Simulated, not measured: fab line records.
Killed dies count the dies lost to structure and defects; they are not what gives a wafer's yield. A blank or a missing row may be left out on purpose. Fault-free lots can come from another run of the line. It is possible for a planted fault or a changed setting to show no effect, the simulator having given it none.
fab line records	flow n5-finfet
[record] lots = 9	wafers = 26	last-day = 17
route steps=1938 shown MOL_CONTACT_COAG@615 BEOL_M4@1111 PAD_METAL@1895 PASSIVATION@1905
lots that met no fault: from a run of the same line without faults
start-h: the number of hours between the record's first day and the start of the first shown wafer of the lot	wait-h: hours from the lot's prior step to this one	" repeats the value in the row above	L1.1+2: a row that stands for several wafers	- no value, or no start was given	* or withheld: withheld	< > ~ a bound
route shown NAME@n: names a module that has steps shown in the file, with the first one's number in the route	usual: average and standard deviation across the fault-free wafers	same: alike in all rows	chamber/n: place in a boat	sites: each site's reading	_std_site: standard deviation across them	_edge_site: outer sites' mean less inner sites'	radius-mm: for every site, how far away it sits from the centre of the wafer	mask NAME#n: copy n	behind: the tool/chamber that last shaped the wafer	hold: cause of the lot's hold/its duration in hours/its outcome	device: the n, p or np transistor that did not switch	end of line: tests of these same wafers at the route's end	where a step has no rows: the recipe by itself	killed: dies that structure and defects cost at the first sort, which is not the same as the wafer's yield	map: a wafer's dies, marking killed ones x, the rest . and places with no die _
set.NAME: the setting as run; set.NAME@STEP: as run at that earlier step	model.NAME: the simulator's own value behind a step, which no gauge read
route steps across a sampled set of lots; one table per step, one row per wafer
services: from which hour (start-h, from the record's first day; less than 0 if before it) a tool's chamber was out of use, for how many hours, and why
[[steps]]
[step N5_MOL_CONTACT_COAG_VIA_ETCH_117]
[recipe] chemistry = C4F6/O2	target-depth-a = 400	overetch-a = 80	mask-material = SOC	target = SiO2	bias-w = 455	pressure-mtorr = 10	time-s = 26	source-w = 325	Ar_flow_sccm = 300	C4F6_flow_sccm = 10	O2_flow_sccm = 10	ion-energy-ev = 575.3	ends = end-point
[usual] C4F6_flow_sccm = 10.00/0.031	drypump-motor-current-A = 5.9/0.38	oes-product-au = 0.70/0.069	rf-vpp-V = 1591/28	showerhead-plenum-p-Torr = 2.82/0.086	throttle-valve-pct = 41.1/0.4
lot.wafer	tool	chamber	start-h	wait-h	C4F6_flow_sccm	drypump-motor-current-A	oes-product-au	rf-hours-counter-h	rf-vpp-V	showerhead-plenum-p-Torr	throttle-valve-pct
L318.2	rie-diel-04	2	101.04	0.0	9.96	6.1	0.67	195	1619	2.81	41.1
L318.3	"	1	"	"	10.02	6.3	0.77	57	1560	2.77	40.5
L318.6	"	1	"	"	10.00	6.3	0.77	-	1559	2.77	40.5
L325.4	rie-diel-03	2	143.59	0.0	9.99	5.7	0.69	116	1542	2.87	41.0
L325.5	"	0	"	"	10.01	6.0	0.69	-	1601	2.72	40.4
L327.3	rie-diel-03	0	153.43	0.0	9.95	6.0	0.69	115	1600	2.72	40.4
L327.4	"	1	"	"	10.02	6.6	0.65	216	1557	2.80	41.2
L327.6	"	3	"	"	9.97	5.9	0.65	-	1615	2.72	41.2
L328.2	rie-diel-02	3	156.55	0.0	9.98	5.5	0.85	1	1627	2.93	41.7
L328.3	"	1	"	"	9.95	6.0	0.63	204	1583	2.83	40.6
L328.5	"	3	"	"	10.02	5.5	0.86	-	1626	2.93	41.7
L329.3	rie-diel-03	3	166.62	0.0	9.97	5.9	0.66	179	1614	2.72	41.2
L329.4	"	2	"	"	10.00	5.7	0.70	124	1543	2.86	41.0
L329.5	"	3	"	"	9.98	5.9	0.65	-	1615	2.72	41.2
L332.1	rie-diel-03	1	185.54	0.0	10.02	6.6	0.63	228	1557	2.80	41.2
L332.2	"	2	"	"	10.03	5.7	0.69	130	1542	2.86	40.9
L332.4	"	0	"	"	10.00	6.1	0.68	127	1601	2.72	40.4
L333.3	rie-diel-02	3	190.46	0.0	9.99	5.5	0.81	12	1625	2.93	41.7
L333.5	"	1	"	"	10.01	6.1	0.62	-	1584	2.82	40.6
L333.6	"	2	"	"	9.98	5.9	0.67	-	1590	2.94	41.3
L334.1	rie-diel-03	2	194.14	0.0	9.98	5.7	0.68	133	1542	2.86	40.9
L334.5	"	3	"	"	9.98	5.9	0.64	-	1614	2.71	41.2
L334.6	"	2	"	"	10.01	5.7	0.68	-	1540	2.86	40.9
L340.2	rie-diel-02	0	234.09	0.0	10.07	6.3	0.74	94	1581	2.75	40.9
L340.4	"	3	"	"	9.99	5.5	0.78	30	1624	2.92	41.8
L340.6	"	3	"	"	9.96	5.6	0.79	-	1624	2.92	41.7
[step N5_BEOL_M4_RC_MEAS_101]
[usual] DIBL_N = 37.2/1.9	DIBL_P = 37.3/2.2	IOFF_N = 0.18/0.038	IOFF_P = 0.22/0.039	ION_N = 678/11	ION_P = 462/6.9	SS_N = 71.8/0.68	SS_P = 73.5/0.65	VT_N = 249/3.4	VT_P = -250/3.2
lot.wafer	tool	chamber	start-h	wait-h	DIBL_N[mV/V]	DIBL_P[mV/V]	IOFF_N[nA/um]	IOFF_P[nA/um]	ION_N[uA/um]	ION_P[uA/um]	SS_N[mV/dec]	SS_P[mV/dec]	VT_N[mV]	VT_P[mV]
L318.2	prober-01	0	178.96	0.2	39.7	40.5	0.22	0.25	690	461	72.7	73.3	246	-250
L318.3	"	0	"	"	36.8	36.0	0.15	0.18	654	450	71.7	73.0	254	-252
L318.6	"	0	"	"	35.2	35.4	0.14	0.17	673	455	72.3	72.4	251	-254
L325.4	prober-02	0	218.07	0.5	40.0	40.3	0.22	0.25	683	464	72.9	73.4	249	-250
L325.5	"	0	"	"	40.3	41.6	0.21	0.26	684	466	71.8	73.6	246	-247
L328.2	prober-02	0	224.24	0.2	39.2	39.2	0.21	0.23	699	465	71.7	73.5	245	-249
L328.3	"	0	"	"	37.5	37.9	0.18	0.21	675	460	71.3	73.6	246	-250
L328.5	"	0	"	"	38.4	38.4	0.19	0.23	681	456	72.1	73.5	246	-252
L327.3	prober-01	0	224.27	0.3	37.8	36.8	0.16	0.21	684	460	71.1	73.3	252	-249
L327.4	"	0	"	"	37.4	36.3	0.15	0.21	691	472	71.6	72.7	251	-248
L327.6	"	0	"	"	34.0	32.8	0.11	0.17	676	471	70.4	71.9	254	-253
L329.3	prober-01	0	246.02	0.3	38.0	38.1	0.18	0.26	671	472	71.6	73.5	247	-246
L329.4	"	0	"	"	33.4	33.2	0.11	0.19	660	463	70.6	72.5	254	-251
L329.5	"	0	"	"	35.4	34.7	0.14	0.20	677	464	70.8	72.5	252	-247
L333.3	prober-01	0	259.47	0.3	36.9	35.2	0.15	0.19	676	461	71.7	72.9	250	-250
L333.5	"	0	"	"	38.3	38.0	0.19	0.24	684	464	71.8	74.0	248	-249
L333.6	"	0	"	"	36.3	35.0	0.15	0.20	675	460	71.7	73.7	251	-251
L332.2	prober-01	0	264.50	0.2	38.5	37.2	0.19	0.23	686	472	70.8	73.6	245	-249
L332.4	"	0	"	"	37.3	35.0	0.15	0.20	665	460	70.8	72.8	253	-251
L334.1	prober-01	0	267.21	0.0	34.7	36.6	0.16	0.18	681	459	71.6	73.3	251	-253
L334.5	"	0	"	"	35.3	37.4	0.17	0.19	684	458	71.5	73.4	246	-254
L334.6	"	0	"	"	36.2	38.1	0.19	0.21	682	458	71.5	73.8	251	-250
L340.2	prober-01	0	301.36	0.2	37.2	40.0	0.18	0.22	668	452	72.0	74.4	250	-251
L340.4	"	0	"	"	37.0	39.2	0.17	0.20	673	461	72.1	73.6	250	-255
L340.6	"	0	"	"	35.9	37.1	0.14	0.17	655	445	72.4	73.8	254	-255
[step N5_PASSIVATION_SPUTTER_20]
[recipe] material = TaN	target-thk-a = 500	temp-c = 25	chamber-pressure-pa = 0.4
[usual] substrate-temp-c = 24.99/0.11	throttle-valve-pct = 30.0/1.2
lot.wafer	tool	chamber	start-h	wait-h	substrate-temp-c	throttle-valve-pct
L318.2	pvd-sputter-03	-	272.32	0.0	25.03	31.0
L318.3	"	-	"	"	25.12	30.3
L318.6	"	-	"	"	25.02	29.9
L325.4	pvd-sputter-03	-	321.28	0.0	24.94	29.7
L325.5	"	-	"	"	25.08	31.1
L328.2	pvd-sputter-01	-	324.76	0.0	25.18	29.9
L328.3	"	-	"	"	24.93	30.3
L328.5	"	-	"	"	25.25	29.8
L327.3	pvd-sputter-01	-	325.44	0.0	24.97	29.7
L327.4	"	-	"	"	24.90	28.9
L327.6	"	-	"	"	25.03	29.6
L329.3	pvd-sputter-03	-	336.86	0.0	24.92	31.2
L329.4	"	-	"	"	25.06	29.7
L329.5	"	-	"	"	24.86	30.3
L333.3	pvd-sputter-02	-	348.44	0.0	24.98	29.4
L333.5	"	-	"	"	24.95	27.4
L333.6	"	-	"	"	24.85	31.0
L332.2	pvd-sputter-03	-	360.93	0.0	25.11	31.4
L332.4	"	-	"	"	25.24	30.0
L334.1	pvd-sputter-03	-	372.53	0.0	25.24	31.2
L334.5	"	-	"	"	24.87	29.7
L334.6	"	-	"	"	24.99	31.3
L340.2	pvd-sputter-01	-	406.55	0.0	24.88	29.3
L340.4	"	-	"	"	24.99	29.0
L340.6	"	-	"	"	25.10	30.1
[step N5_PASSIVATION_CD_MEAS_30]
[recipe] target-cd-nm = 4000	landing-energy-ev = 500	detector = se-inlens	polarity = opening
[usual] cd-nm = 3998.9/2
lot.wafer	tool	chamber	start-h	wait-h	cd-nm
L318.2	cd-sem-02	0	272.90	-	4001.5
L318.3	"	0	"	"	4001.4
L318.6	"	0	"	"	3998.6
L325.4	cd-sem-02	0	321.98	-	3998.3
L325.5	"	0	"	"	4001.2
L328.2	cd-sem-02	0	325.46	-	3999.4
L328.3	"	0	"	"	4001.2
L328.5	"	0	"	"	3997.8
L327.3	cd-sem-03	0	326.02	-	4000.0
L327.4	"	0	"	"	3998.4
L327.6	"	0	"	"	3997.2
L329.3	cd-sem-01	0	337.56	-	3994.1
L329.4	"	0	"	"	3994.1
L329.5	"	0	"	"	3999.1
L333.3	cd-sem-03	0	349.02	-	4003.1
L333.5	"	0	"	"	3996.7
L333.6	"	0	"	"	4000.4
L332.2	cd-sem-03	0	361.63	-	3999.7
L332.4	"	0	"	"	3998.6
L334.1	cd-sem-01	0	373.22	-	3999.6
L334.5	"	0	"	"	3998.6
L334.6	"	0	"	"	3998.4
L340.2	cd-sem-03	0	407.25	-	3999.0
L340.4	"	0	"	"	4000.4
L340.6	"	0	"	"	3999.3
[step N5_PASSIVATION_ETCH_54]
[recipe] chemistry = CHF3/O2	target = SiO2	target-depth-a = 8800	CHF3_flow_sccm = 50	O2_flow_sccm = 5	Ar_flow_sccm = 200	time-s = 440	mask-material = PR	pressure-mtorr = 30	source-w = 650	bias-w = 170	ion-energy-ev = 200
[usual] drypump-motor-current-A = 5.9/0.4	oes-product-au = 0.80/0.086	rf-vpp-V = 524/11	showerhead-plenum-p-Torr = 2.39/0.08	throttle-valve-pct = 18.74/0.18
lot.wafer	tool	chamber	start-h	wait-h	drypump-motor-current-A	oes-product-au	rf-hours-counter-h	rf-vpp-V	showerhead-plenum-p-Torr	throttle-valve-pct
L318.2	rie-diel-03	1	275.50	0.1	6.6	1.00	2	513	2.36	18.61
L318.3	"	0	"	"	6.0	0.71	164	530	2.30	18.74
L318.6	"	1	"	"	6.6	1.00	-	513	2.36	18.61
L325.4	rie-diel-04	3	324.84	0.1	5.1	0.82	79	541	2.43	18.89
L325.5	"	3	"	"	5.1	0.82	-	540	2.43	18.92
L328.2	rie-diel-04	3	328.06	0.1	5.1	0.82	80	540	2.43	18.91
L328.3	"	0	"	"	5.8	0.84	58	524	2.55	18.50
L328.5	"	0	"	"	5.8	0.84	-	524	2.55	18.48
L327.3	rie-diel-03	1	328.70	0.1	6.6	0.93	24	512	2.35	18.66
L327.4	"	2	"	"	5.7	0.72	186	506	2.41	18.82
L327.6	"	3	"	"	5.9	0.67	-	534	2.28	19.13
L329.3	rie-diel-04	0	340.02	0.1	5.8	0.83	63	523	2.55	18.50
L329.4	"	1	"	"	6.3	0.77	143	513	2.32	18.49
L329.5	"	0	"	"	5.8	0.83	-	523	2.55	18.52
L333.3	rie-diel-02	1	351.59	0.1	6.0	0.89	20	522	2.38	18.47
L333.5	"	0	"	"	6.3	0.79	-	521	2.32	18.83
L333.6	"	1	"	"	6.0	0.89	-	522	2.38	18.46
L332.2	rie-diel-03	2	365.26	0.1	5.7	0.72	203	509	2.40	18.86
L332.4	"	3	"	"	5.9	1.00	4	542	2.56	18.74
L334.1	rie-diel-04	0	379.25	0.1	5.8	0.83	71	524	2.54	18.51
L334.5	"	2	"	"	6.1	0.89	-	533	2.35	18.54
L334.6	"	1	"	"	6.3	0.77	-	513	2.31	18.52
L340.2	rie-diel-03	0	410.40	0.1	6.0	0.69	214	528	2.28	18.83
L340.4	"	2	"	"	5.7	0.70	-	507	2.39	18.89
L340.6	"	0	"	"	6.0	0.68	-	530	2.28	18.82
[step N5_PASSIVATION_PROBE_49]
[usual] defect-limited-yield = 91.2/1.6	killed_at_M0_to_M3 = 31/10	killed_at_M4_up = 14/4.4	killed-at-contacts = 13/6	killed-at-front-end = 43/13	killed-at-other = 3.5/2.6	killed-dies = 104/18	killed-on-rim = 14/4.6	killed-open = 68/14	killed-short = 34/8.1	sort_bin_5_function = 5.1/1.1	sort_bin_6_memory = 3.3/0.68	sort_bin_8_speed = 0.00/0.0071	sort-n-pass = 1076/18	sort-yield-pct = 91.2/1.6
[same] gross-dies = 1180	killed-at-back-side = 0	sort_bin_4_leakage[%] = 0
lot.wafer	tool	chamber	start-h	wait-h	defect-limited-yield[%]	killed_at_M0_to_M3	killed_at_M4_up	killed-at-contacts	killed-at-front-end	killed-at-other	killed-dies	killed-on-rim	killed-open	killed-short	sort_bin_5_function[%]	sort_bin_6_memory[%]	sort_bin_8_speed[%]	sort-n-pass	sort-yield-pct[%]
L318.2	prober-01	-	278.32	0.1	91.7	32	5	5	49	7	98	13	56	42	4.8	3.1	0	1082	91.7
L318.3	prober-01	-	278.37	0.1	89.7	38	13	11	50	10	122	14	68	52	6.6	3.5	0	1058	89.7
L318.6	prober-01	-	278.52	0.3	91.7	26	12	11	42	7	98	14	62	35	5.2	2.8	0	1082	91.7
L325.4	prober-02	-	327.78	0.2	91.2	31	13	12	45	3	104	11	61	42	5.2	3.2	0	1076	91.2
L325.5	prober-02	-	327.83	0.2	89.5	31	8	16	67	2	124	18	76	40	4.9	4.7	0	1056	89.5
L328.2	prober-02	-	330.88	0.1	91.3	36	13	11	34	9	103	14	62	41	5.0	3.4	0	1077	91.3
L328.3	prober-02	-	330.93	0.1	89.7	36	20	10	51	4	121	20	82	38	6.0	3.5	0	1059	89.7
L328.5	prober-02	-	331.03	0.2	91.4	40	14	0	38	9	101	13	61	39	5.4	2.9	0	1079	91.4
L327.3	prober-01	-	331.59	0.1	91.0	20	16	13	51	6	106	7	71	34	5.2	3.2	0	1074	91.0
L327.4	prober-01	-	331.64	0.2	94.7	24	6	4	24	4	62	7	37	25	1.9	3.1	0	1118	94.7
L327.6	prober-01	-	331.74	0.3	89.2	41	13	6	63	5	128	19	77	46	6.1	3.7	0	1052	89.2
L329.3	prober-01	-	345.02	0.1	90.6	36	18	13	35	9	111	16	73	38	5.6	3.4	0	1069	90.6
L329.4	prober-01	-	345.07	0.2	91.9	21	17	14	39	4	95	12	58	37	4.2	3.6	0	1085	91.9
L329.5	prober-01	-	345.12	0.2	90.4	37	18	13	42	3	113	14	81	32	5.4	4.0	0	1067	90.4
L333.3	prober-02	-	354.47	0.1	91.4	21	13	13	50	5	102	7	73	28	5.1	3.5	0.08	1078	91.4
L333.5	prober-02	-	354.57	0.2	93.6	22	13	14	19	8	76	7	56	19	4.0	2.3	0	1104	93.6
L333.6	prober-02	-	354.62	0.3	88.9	47	10	22	46	6	131	17	80	50	6.7	3.8	0	1049	88.9
L332.1	prober-01	-	368.08	0.0	10.5	35	11	962	47	1	1056	148	70	37	85.6	3.3	0	124	10.5
L332.2	prober-01	-	368.13	0.1	77.0	24	10	208	27	2	271	34	50	22	20.3	2.5	0	909	77.0
L332.4	prober-01	-	368.23	0.2	91.2	20	15	17	49	3	104	16	67	36	5.3	3.1	0	1076	91.2
L334.1	prober-01	-	382.03	0.0	86.0	47	9	55	53	1	165	42	78	45	8.5	5.0	0	1015	86.0
L334.5	prober-01	-	382.23	0.2	91.0	23	17	7	54	5	106	10	71	34	5.5	3.3	0	1074	91.0
L334.6	prober-01	-	382.28	0.3	86.1	36	16	53	57	2	164	17	79	43	10.1	3.5	0	1016	86.1
L340.2	prober-01	-	413.81	0.1	89.4	44	11	8	60	2	125	19	86	38	6.3	4.1	0	1055	89.4
L340.4	prober-01	-	413.91	0.2	91.3	38	11	15	39	0	103	13	74	26	5.3	3.2	0	1077	91.3
L340.6	prober-01	-	414.01	0.3	91.1	37	9	10	49	0	105	11	71	33	4.4	3.9	0	1075	91.1
// killed by level:class
L318.2 FIN_SAQP:geometric-particle:open=15 BEOL_M0_SAQP:geometric-particle:short=12 FIN_SAQP:geometric-particle:short=11 BEOL_M3:geometric-particle:open=7 BEOL_M0_SAQP:geometric-particle:open=6 STARTING-WAFER:geometric-particle:short=6 DUMMY_GATE:geometric-particle:open=5 MOL_CONTACT_COAG:geometric-particle:open=4
L318.3 FIN_SAQP:geometric-particle:short=20 BEOL_M0_SAQP:geometric-particle:open=10 BEOL_M3:geometric-particle:open=10 MOL_CONTACT_COAG:geometric-particle:open=9 FIN_SAQP:geometric-particle:open=8 STI_FIN_REVEAL:geometric-particle:open=7 BEOL_M4:geometric-particle:open=7 BEOL_M3:geometric-particle:short=6
L318.6 FIN_SAQP:geometric-particle:short=12 FIN_SAQP:geometric-particle:open=11 MOL_CONTACT_COAG:geometric-particle:open=9 BEOL_M3:geometric-particle:open=7 STI_FIN_REVEAL:geometric-particle:open=6 BEOL_M0_SAQP:geometric-particle:open=5 BEOL_M0_SAQP:geometric-particle:short=5 BEOL_M7:geometric-particle:open=5
L325.4 MOL_CONTACT_COAG:geometric-particle:open=10 FIN_SAQP:geometric-particle:short=9 BEOL_M3:geometric-particle:open=9 ILD0:geometric-particle:short=8 BEOL_M4:geometric-particle:open=8 BEOL_M0_SAQP:geometric-particle:short=7 STI_FIN_REVEAL:geometric-particle:open=6 FIN_SAQP:geometric-particle:open=5
L325.5 STI_FIN_REVEAL:geometric-particle:open=17 FIN_SAQP:geometric-particle:short=16 MOL_CONTACT_COAG:geometric-particle:open=11 BEOL_M0_SAQP:geometric-particle:short=11 FIN_SAQP:geometric-particle:open=10 BEOL_M1:geometric-particle:open=7 BEOL_M0_SAQP:geometric-particle:open=6 HKMG_FIN:area-etch=6
L328.2 FIN_SAQP:geometric-particle:open=12 BEOL_M0_SAQP:geometric-particle:short=10 MOL_CONTACT_COAG:geometric-particle:open=8 BEOL_M1:geometric-particle:open=7 BEOL_M0_SAQP:geometric-particle:open=6 FIN_SAQP:geometric-particle:short=5 BEOL_M1:geometric-particle:short=5 BEOL_M4:geometric-particle:short=4
L328.3 FIN_SAQP:geometric-particle:open=17 BEOL_M0_SAQP:geometric-particle:short=12 BEOL_M0_SAQP:geometric-particle:open=12 MOL_CONTACT_COAG:geometric-particle:open=8 STI_FIN_REVEAL:geometric-particle:open=7 GATE_CUT:geometric-particle:short=6 BEOL_M3:geometric-particle:open=5 BEOL_M5:geometric-particle:open=4
L328.5 BEOL_M0_SAQP:geometric-particle:open=10 STI_FIN_REVEAL:geometric-particle:open=9 BEOL_M0_SAQP:geometric-particle:short=9 FIN_SAQP:geometric-particle:short=6 BEOL_M3:geometric-particle:open=6 BEOL_M4:geometric-particle:short=6 FIN_SAQP:geometric-particle:open=5 BEOL_M1:geometric-particle:open=5
L327.3 MOL_CONTACT_COAG:geometric-particle:open=12 FIN_SAQP:geometric-particle:open=9 GATE_CUT:geometric-particle:open=9 BEOL_M4:geometric-particle:open=9 FIN_SAQP:geometric-particle:short=7 DUMMY_GATE:geometric-particle:open=6 GATE_CUT:geometric-particle:short=6 BEOL_M0_SAQP:geometric-particle:open=5
L327.4 BEOL_M2:geometric-particle:open=6 FIN_SAQP:geometric-particle:open=5 BEOL_M1:geometric-particle:open=5 BEOL_M1:geometric-particle:short=5 FIN_SAQP:geometric-particle:short=3 STI_FIN_REVEAL:geometric-particle:open=3 GATE_CUT:geometric-particle:short=3 MOL_CONTACT_COAG:geometric-particle:open=3
L327.6 FIN_SAQP:geometric-particle:short=17 FIN_SAQP:geometric-particle:open=16 BEOL_M0_SAQP:geometric-particle:open=16 BEOL_M0_SAQP:geometric-particle:short=14 GATE_CUT:geometric-particle:open=6 BEOL_M4:geometric-particle:open=5 HKMG_FIN:area-etch=5 STARTING-WAFER:geometric-particle:open=4
L329.3 MOL_CONTACT_COAG:geometric-particle:open=11 BEOL_M4:geometric-particle:open=10 BEOL_M2:geometric-particle:open=10 FIN_SAQP:geometric-particle:short=7 FIN_SAQP:geometric-particle:open=6 STI_FIN_REVEAL:geometric-particle:open=6 BEOL_M1:geometric-particle:open=6 PASS1_CAP:geometric-particle:short=5
L329.4 BEOL_M4:geometric-particle:open=11 MOL_CONTACT_COAG:geometric-particle:open=10 FIN_SAQP:geometric-particle:short=9 BEOL_M2:geometric-particle:short=8 FIN_SAQP:geometric-particle:open=6 STARTING-WAFER:geometric-particle:short=6 STI_FIN_REVEAL:geometric-particle:open=5 MOL_CONTACT_COAG:geometric-particle:short=4
L329.5 MOL_CONTACT_COAG:geometric-particle:open=13 FIN_SAQP:geometric-particle:short=12 FIN_SAQP:geometric-particle:open=11 BEOL_M1:geometric-particle:open=11 BEOL_M4:geometric-particle:open=9 STI_FIN_REVEAL:geometric-particle:open=6 BEOL_M0_SAQP:geometric-particle:open=6 BEOL_M2:geometric-particle:open=5
L333.3 STI_FIN_REVEAL:geometric-particle:open=22 MOL_CONTACT_COAG:geometric-particle:open=11 STI_FIN_REVEAL:geometric-particle:short=7 BEOL_M4:geometric-particle:open=7 GATE_CUT:geometric-particle:short=5 GATE_CUT:geometric-particle:open=5 BEOL_M0_SAQP:geometric-particle:open=4 BEOL_M0:geometric-particle:open=4
L333.5 MOL_CONTACT_COAG:geometric-particle:open=12 BEOL_M4:geometric-particle:open=8 DUMMY_GATE:geometric-particle:open=6 BEOL_M0_SAQP:geometric-particle:open=6 BEOL_M0_SAQP:geometric-particle:short=5 PAD_METAL:geometric-particle:open=5 BEOL_M1:geometric-particle:open=4 STI_FIN_REVEAL:geometric-particle:short=2
L333.6 MOL_CONTACT_COAG:geometric-particle:open=19 BEOL_M0_SAQP:geometric-particle:short=11 BEOL_M3:geometric-particle:open=10 BEOL_M0_SAQP:geometric-particle:open=10 DUMMY_GATE:geometric-particle:open=7 FIN_SAQP:geometric-particle:open=6 STI_FIN_REVEAL:geometric-particle:open=6 BEOL_M2:geometric-particle:open=6
L332.1 MOL_CONTACT_COAG:area-etch=948 BEOL_M2:geometric-particle:open=13 MOL_CONTACT_COAG:geometric-particle:open=12 STI_FIN_REVEAL:geometric-particle:open=9 BEOL_M0_SAQP:geometric-particle:short=9 GATE_CUT:geometric-particle:short=8 FIN_SAQP:geometric-particle:short=6 BEOL_M3:geometric-particle:open=6
L332.2 MOL_CONTACT_COAG:area-etch=199 BEOL_M2:geometric-particle:open=7 MOL_CONTACT_COAG:geometric-particle:open=7 BEOL_M4:geometric-particle:open=6 DUMMY_GATE:geometric-particle:open=5 BEOL_M0_SAQP:geometric-particle:open=4 BEOL_M3:geometric-particle:open=4 DUMMY_GATE:geometric-particle:short=3
L332.4 MOL_CONTACT_COAG:geometric-particle:open=13 STI_FIN_REVEAL:geometric-particle:open=11 BEOL_M2:geometric-particle:open=7 BEOL_M0_SAQP:geometric-particle:short=6 BEOL_M4:geometric-particle:open=6 FIN_SAQP:geometric-particle:open=5 GATE_CUT:geometric-particle:open=5 STARTING-WAFER:geometric-particle:short=4
L334.1 MOL_CONTACT_COAG:area-etch=42 STI_FIN_REVEAL:geometric-particle:open=17 BEOL_M0_SAQP:geometric-particle:open=16 BEOL_M0_SAQP:geometric-particle:short=13 FIN_SAQP:geometric-particle:open=10 MOL_CONTACT_COAG:geometric-particle:open=10 FIN_SAQP:geometric-particle:short=9 BEOL_M2:geometric-particle:open=5
L334.5 FIN_SAQP:geometric-particle:open=22 STI_FIN_REVEAL:geometric-particle:open=9 BEOL_M0_SAQP:geometric-particle:short=9 BEOL_M4:geometric-particle:open=6 MOL_CONTACT_COAG:geometric-particle:open=5 BEOL_M0_SAQP:geometric-particle:open=4 STI_FIN_REVEAL:geometric-particle:short=3 ILD0:geometric-particle:short=3
L334.6 MOL_CONTACT_COAG:area-etch=41 STI_FIN_REVEAL:geometric-particle:open=21 FIN_SAQP:geometric-particle:short=11 BEOL_M0_SAQP:geometric-particle:short=11 MOL_CONTACT_COAG:geometric-particle:open=10 BEOL_M4:geometric-particle:open=9 FIN_SAQP:geometric-particle:open=7 BEOL_M0_SAQP:geometric-particle:open=7
L340.2 FIN_SAQP:geometric-particle:open=16 STI_FIN_REVEAL:geometric-particle:open=16 BEOL_M2:geometric-particle:open=16 FIN_SAQP:geometric-particle:short=8 MOL_CONTACT_COAG:geometric-particle:open=7 BEOL_M1:geometric-particle:open=7 BEOL_M1:geometric-particle:short=7 BEOL_M2:geometric-particle:short=6
L340.4 BEOL_M1:geometric-particle:open=15 MOL_CONTACT_COAG:geometric-particle:open=14 BEOL_M2:geometric-particle:open=9 FIN_SAQP:geometric-particle:open=8 BEOL_M4:geometric-particle:open=5 STI_FIN_REVEAL:geometric-particle:open=5 DUMMY_GATE:geometric-particle:open=4 STARTING-WAFER:geometric-particle:short=4
L340.6 STI_FIN_REVEAL:geometric-particle:open=14 DUMMY_GATE:geometric-particle:open=12 BEOL_M0_SAQP:geometric-particle:open=10 MOL_CONTACT_COAG:geometric-particle:open=7 BEOL_M1:geometric-particle:open=7 BEOL_M2:geometric-particle:open=6 BEOL_M0_SAQP:geometric-particle:short=5 BEOL_M3:geometric-particle:open=5
[[services]]
tool	chamber	start-h	hours	kind
rie-diel-04	3	99.28	11.7	repair
rie-diel-04	0	144.21	-	clean
pvd-sputter-02	-	156.98	2.5	repair
rie-diel-02	1	186.80	2.4	repair
rie-diel-02	0	218.61	13.5	repair
rie-diel-04	3	229.55	4.3	repair
rie-diel-03	1	249.80	-	clean
rie-diel-03	1	249.80	-	consumable-replace:focus-ring
rie-diel-03	1	249.80	19.8	scheduled-down
rie-diel-03	1	249.80	19.8	vent-cycle
pvd-sputter-01	-	254.97	2.7	repair
rie-diel-03	2	280.67	4.3	repair
rie-diel-03	0	298.30	15.4	repair
rie-diel-02	2	324.37	9.4	repair
rie-diel-03	1	329.91	16.6	repair
rie-diel-03	3	346.98	-	clean
rie-diel-03	3	346.98	-	consumable-replace:focus-ring
rie-diel-03	3	346.98	-	consumable-replace:showerhead
rie-diel-03	3	346.98	11.8	scheduled-down
rie-diel-03	3	346.98	11.8	vent-cycle
pvd-sputter-02	-	357.37	4.9	repair
rie-diel-04	-	359.62	15.6	pm
rie-diel-03	-	369.26	2.8	pm
rie-diel-03	3	401.22	14.2	repair
[[key]]
[first-sign] step = N5_PASSIVATION_PROBE_49	reading = killed-at-contacts	direction = up	sigmas = 51	usual = 13	struck = 320
[effect] step = N5_PASSIVATION_PROBE_49	reading = sort_bin_5_function	direction = up	sigmas = 24	usual = 5.1	struck = 31.1
[more-kills-born-at] N5_MOL_CONTACT_COAG_VIA_ETCH_117@rie-diel-03 = 1230
met-at N5_MOL_CONTACT_COAG_VIA_ETCH_117
struck-lots L332,L334
struck-wafers L332.1,L332.2,L334.1,L334.6
later-rows-left-out L332.1
not-acting-at N5_PASSIVATION_SPUTTER_20,N5_PASSIVATION_CD_MEAS_30,N5_PASSIVATION_ETCH_54
onset-between 166.62 185.54
[fault] kind = process-parameter-drift	tool = rie-diel-03	chamber = -	onset-h = 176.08	steps = N5_MOL_CONTACT_COAG_VIA_ETCH_117	channel = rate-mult	offset = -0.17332	shape = step	end-h = 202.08	scope = struck-wafers-only
// later-rows-left-out: the simulator's readings of these wafers behind a module that went badly wrong aren't trusted and aren't shown, but for the sort
